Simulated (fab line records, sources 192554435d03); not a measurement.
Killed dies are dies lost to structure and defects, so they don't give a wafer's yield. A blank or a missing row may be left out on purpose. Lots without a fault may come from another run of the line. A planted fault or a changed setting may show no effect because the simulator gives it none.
One fault seen from 2 desks | flow n5_finfet | each desk has only its own numbers; what lay behind them comes last

THE TOOL OWNER'S DESK: pecvd-03
The tool's own readings at N5_FIN_SAQP_PECVD_06 (deposits a-Si from SiH4/He, target thk 60 nm, time 48.1 s): means of the sampled wafers that have a number, for each lot that ran on this tool. A lot is out of limits, marked OUT, if its mean lies more than 4 standard deviations from the usual mean; the brackets give that distance.
Columns: A = heater_power_w at N5_FIN_SAQP_PECVD_06, usual 862 W; B = showerhead_plenum_p_Torr at N5_FIN_SAQP_PECVD_06, usual 5.67 Torr; C = throttle_valve_pct at N5_FIN_SAQP_PECVD_06, usual 18.5 %
lot  | first seen here | A    | B    | C
L778 | day 2 09:15     | 1014 | 5.69 | 18.5
L791 | day 5 15:07     | 996  | 5.67 | 17.9
This desk's finding: nothing out of limits on any of the 2 lots.

THE METROLOGY DESK
What the gauges read, lot by lot, whatever tool the lot ran on: means of the sampled wafers that have a number. A lot is out of limits, marked OUT, if its mean lies more than 4 standard deviations from the usual mean; the brackets give that distance. Of its 11 readings 7 are shown: the one that was out of limits first, and those that lie furthest out on some lot.
Columns: A = thk_nm at N5_FIN_SAQP_THK_MEAS_07, usual 59.9 nm; B = DIBL_N at N5_BEOL_M4_RC_MEAS_101, usual 36.5 mV/V; C = DIBL_P at N5_BEOL_M4_RC_MEAS_101, usual 36.9 mV/V; D = ION_N at N5_BEOL_M4_RC_MEAS_101, usual 671 uA/um; E = ION_P at N5_BEOL_M4_RC_MEAS_101, usual 461 uA/um; F = SS_N at N5_BEOL_M4_RC_MEAS_101, usual 71.6 mV/dec; G = VT_N at N5_BEOL_M4_RC_MEAS_101, usual 250 mV
lot  | first seen here | A               | B    | C    | D   | E   | F    | G
L778 | day 2 09:22     | 58.4            | 37.4 | 38.6 | 668 | 459 | 72.1 | 251
L791 | day 5 15:12     | 64.1 (+4.2) OUT | 36.9 | 38.3 | 674 | 463 | 72.0 | 249
L794 | day 6 09:52     | 59.3            | 37.8 | 38.9 | 681 | 466 | 72.0 | 248
This desk's finding: out of limits on L791; first on L791, day 5 15:12 (thk_nm at N5_FIN_SAQP_THK_MEAS_07). In limits: L778, L794.

PUT TOGETHER
The metrology desk could have raised an alarm at day 5 15:12, on L791.
The tool owner's desk saw nothing out of limits.
The tool owner's desk has L791 on record, within its limits.
Of the lots named, all ran N5_FIN_SAQP_PECVD_06 on pecvd-03.

WHAT THE SIMULATOR HAD PUT IN
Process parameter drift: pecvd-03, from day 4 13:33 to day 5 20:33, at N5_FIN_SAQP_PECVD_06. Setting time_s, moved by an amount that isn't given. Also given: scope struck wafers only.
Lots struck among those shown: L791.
Hours from the fault's start to each desk's first reading out of limits: the metrology desk, 26.
